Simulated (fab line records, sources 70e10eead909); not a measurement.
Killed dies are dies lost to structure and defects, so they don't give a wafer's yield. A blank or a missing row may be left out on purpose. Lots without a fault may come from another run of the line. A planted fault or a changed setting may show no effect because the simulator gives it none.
Chamber matching | flow nand_harc | NHARC_P_GATE_ETCH_32 on rie_si-06: 4 sister chambers
The step etches the open film in HBr/Cl2, target depth 150 nm, time 100.1 s. 16 wafers are shown with their chamber, then 8 later ones without.

WAFERS WITH THEIR CHAMBER
wafer  | chamber | drypump_motor_current_A (A) | he_backside_leak_sccm (sccm) | oes_product_au (a.u.)
L075.1 | 1       | 6.2                         | 2.50                         | 1.001
L075.4 | 1       | 6.2                         | 2.50                         | 0.992
L075.5 | 3       | 5.7                         | 2.46                         | 0.998
L079.2 | 0       | 5.4                         | 2.37                         | 1.003
L079.5 | 0       | 5.4                         | 2.46                         | 0.991
L079.6 | 3       | 5.7                         | 2.50                         | 0.998
L082.1 | 0       | 5.4                         | 2.46                         | 1.005
L082.5 | 3       | 5.8                         | 2.43                         | 1.014
L082.6 | 0       | 5.4                         | 2.51                         | 1.001
L088.3 | 2       | 6.1                         | 2.80                         | 1.005
L088.5 | 2       | 6.1                         | 2.85                         | 0.999
L088.6 | 3       | 5.8                         | 2.50                         | 0.997
L087.1 | 0       | 5.4                         | 2.35                         | 0.999
L087.4 | 1       | 6.2                         | 3.19                         | 0.991
L087.6 | 0       | 5.4                         | 2.42                         | 1.006
L093.1 | 3       | 5.7                         | 2.39                         | 1.009

SIGNATURES (means of the wafers above)
reading                 | chamber 0 | chamber 1 | chamber 2 | chamber 3 | scatter within a chamber
drypump_motor_current_A | 5.400     | 6.200     | 6.100     | 5.740     | 0.0316
he_backside_leak_sccm   | 2.4283    | 2.7300    | 2.8250    | 2.4560    | 0.17
oes_product_au          | 1.00083   | 0.99467   | 1.00200   | 1.00320   | 0.00626
Rule: a wafer's distance from a chamber is the root of the sum, over the readings, of the square of ((its reading less the chamber's mean) divided by the reading's scatter). The wafer belongs to the nearest chamber; if the next one is less than 2 further off, it can't be placed. The scatter: the root of (the sum of the squares of (reading less its chamber's mean) over the shown wafers, divided by (wafers less chambers)).

WAFERS WITHOUT THEIR CHAMBER
wafer  | drypump_motor_current_A (A) | he_backside_leak_sccm (sccm) | oes_product_au (a.u.)
L093.2 | 5.4                         | 2.44                         | 1.010
L093.6 | 6.1                         | 2.90                         | 0.995
L094.3 | 5.4                         | 2.50                         | 1.000
L094.4 | 6.2                         | 2.58                         | 0.995
L094.6 | 5.4                         | 2.64                         | 1.009
L096.2 | 5.7                         | 2.46                         | 0.999
L096.3 | 6.2                         | 2.98                         | 0.996
L096.4 | 6.2                         | 2.31                         | 0.997

WHICH CHAMBER EACH WENT THROUGH
wafer  | from the rows above     | in truth
L093.2 | 0                       | 0
L093.6 | 2                       | 2
L094.3 | 0                       | 0
L094.4 | 1                       | 1
L094.6 | 0                       | 0
L096.2 | 3                       | 3
L096.3 | can't be placed: 1 or 2 | 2
L096.4 | can't be placed: 1 or 2 | 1
Placed correctly: 6 of 8. Can't be placed from these rows: 2 (the true chamber is among the candidates in 2). Placed wrongly: 0.
